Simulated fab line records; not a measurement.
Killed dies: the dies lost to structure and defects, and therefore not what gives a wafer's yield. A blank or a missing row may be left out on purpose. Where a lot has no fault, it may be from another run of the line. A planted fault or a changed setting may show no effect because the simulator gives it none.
Which of the tools did it?	flow n5-finfet	Sampling: 12 lots, 34 wafers, 2 of 1938 route steps

## WHAT EACH GAUGE READ, for each wafer
N5_BEOL_M7_INSPECT_58: inspects for defects (darkfield). Usual: 72 for raw-defect-count, sd 26.
lot	measured	on	raw-defect-count	flag
L251	day 10 05:14	defect-inspect-02	100 104 72	
L253	day 10 15:23	defect-inspect-01	67 67 111	
L256	day 11 07:41	defect-inspect-02	68 100 93	
L257	day 11 11:32	defect-inspect-02	65 55 71	
L259	day 11 12:39	defect-inspect-01	56 43 62	
L258	day 11 13:53	defect-inspect-01	75 55 46	
L260	day 11 22:55	defect-inspect-01	40 34 46	
L261	day 12 01:42	defect-inspect-02	55 90	
L262	day 12 19:12	defect-inspect-01	101 54 90	
L267	day 13 16:37	defect-inspect-01	82 96 67	
L269	day 14 05:38	defect-inspect-02	47 57	
L270	day 15 01:22	defect-inspect-01	77 73 79	

## TOOL THAT RAN EACH LOT (tool first, then ch and the chambers of the sampled wafers, then the start)
lot	N5_BEOL_M7_CVD_78
L251	cvd-co-01 ch 0,1, day 10 04:05
L253	cvd-co-02 ch 0,2, day 10 13:44
L256	cvd-co-02 ch 2, day 11 06:12
L257	cvd-co-01 ch 0,2, day 11 10:19
L259	cvd-co-01 ch 0,2, day 11 11:17
L258	cvd-co-01 ch 1,2, day 11 12:40
L260	cvd-co-02 ch 0,1,2, day 11 21:46
L261	cvd-co-01 ch 1,2, day 12 00:24
L262	cvd-co-02 ch 0,1, day 12 17:44
L267	cvd-co-02 ch 1,2, day 13 15:26
L269	cvd-co-02 ch 1,2, day 14 03:33
L270	cvd-co-02 ch 1,2, day 15 00:10
- N5_BEOL_M7_CVD_78: deposits Co from CCTBA/H2, target thk 2 nm, time 142.3 s.

## WHAT THE TOOLS THEMSELVES READ (means of the sampled wafers that have a number; where no wafer has one, the mark that the record gives instead)
N5_BEOL_M7_CVD_78. Usual: 164.6 s for run-length-s, sd 0.41.
lot	tool	run-length-s (s)	flag
L251	cvd-co-01	164.7	
L253	cvd-co-02	164.5	
L256	cvd-co-02	164.3	
L257	cvd-co-01	165.0	
L259	cvd-co-01	164.7	
L258	cvd-co-01	164.6	
L260	cvd-co-02	164.3	
L261	cvd-co-01	164.8	
L262	cvd-co-02	164.3	
L267	cvd-co-02	135.9	OFF
L269	cvd-co-02	79.7	OFF
L270	cvd-co-02	136.2	OFF

## THE ANSWER, worked out from the rows above alone
Rule: lot off if the mean of its wafers having a number is beyond 3 standard deviations from the usual mean. A lot without any number at a reading at which 4 lots or more have one is off too. The other lots that the step has rows for count as sound. After the gauges, taken in route order, come the tools' own readings; for these a lot's mean is taken, as printed above. At the first step where some lot is off, the reading lying furthest off is the one used; lots without a number count as furthest.
Off, at N5_BEOL_M7_CVD_78 on run-length-s: L267, L269, L270.
A tool fits if, at that step or a process step before it, it ran every lot that is off, and no sound lot after the first of them. One fits: cvd-co-02 at N5_BEOL_M7_CVD_78. Its last sound lot is L262 (day 12 17:44), its first lot that is off L267 (day 13 15:26): a fault that began between those two fits.
The tool's own readings at N5_BEOL_M7_CVD_78 bear it out: on the lots that are off they differ by more than 5 times the standard deviation of the sound lots' means. run-length-s reads 117.3 s there against 164.6 s on the sound lots.

## WHAT THE SIMULATOR HAD INSERTED
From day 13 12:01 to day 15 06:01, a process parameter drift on cvd-co-02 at N5_BEOL_M7_CVD_78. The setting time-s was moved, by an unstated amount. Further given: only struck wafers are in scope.
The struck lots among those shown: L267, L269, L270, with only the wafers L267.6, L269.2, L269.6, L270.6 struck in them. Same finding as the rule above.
